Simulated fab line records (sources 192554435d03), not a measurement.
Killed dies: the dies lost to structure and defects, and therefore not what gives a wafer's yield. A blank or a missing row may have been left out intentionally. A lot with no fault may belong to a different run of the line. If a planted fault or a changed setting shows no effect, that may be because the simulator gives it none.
Matching of chambers | flow n5_finfet | N5_BEOL_M7_ETCH_62 on rie_diel-02: 4 sister chambers
The step etches SOC in N2/H2, target depth 110 nm, overetch 22 nm, time 165 s. 8 wafers are shown with their chamber, then 8 later ones without.

## WAFERS, EACH WITH ITS CHAMBER
wafer  | chamber | drypump_motor_current_A (A) | showerhead_plenum_p_Torr (Torr)
L080.2 | 3       | 5.7                         | 2.49
L083.2 | 3       | 5.7                         | 2.48
L083.3 | 0       | 4.8                         | 2.68
L083.6 | 1       | 6.4                         | 2.66
L090.3 | 2       | 5.0                         | 2.60
L090.4 | 0       | 4.9                         | 2.68
L090.6 | 2       | 5.0                         | 2.60
L087.1 | 1       | 6.4                         | 2.65

## WAFERS WHOSE CHAMBER IS MISSING
wafer  | drypump_motor_current_A (A) | showerhead_plenum_p_Torr (Torr)
L087.2 | 4.8                         | 2.68
L087.6 | 4.8                         | 2.68
L094.2 | 6.4                         | 2.65
L094.3 | 5.0                         | 2.60
L094.4 | 5.7                         | 2.47
L097.4 | 4.8                         | 2.67
L097.5 | 5.0                         | 2.59
L097.6 | 5.7                         | 2.47

## WHICH CHAMBER EACH WENT THROUGH
wafer  | from the rows above | in truth
L087.2 | 0                   | 0
L087.6 | 0                   | 0
L094.2 | 1                   | 1
L094.3 | 2                   | 2
L094.4 | 3                   | 3
L097.4 | 0                   | 0
L097.5 | 2                   | 2
L097.6 | 3                   | 3
8 of 8 placed correctly. Not placeable from these rows: 0. 0 placed wrongly.
How it was worked out, from the rows above alone: a wafer's distance from a chamber is the root of the sum, over the readings, of the square of ((its reading less the chamber's mean) divided by the reading's scatter). The wafer belongs to the nearest chamber; if the next one is less than 2 further off, it can't be placed. The mean given for a chamber averages the wafers shown for that chamber. The scatter: take each reading less its chamber's mean, square it, sum over the shown wafers, divide by the number of wafers less the number of chambers, and take the root.
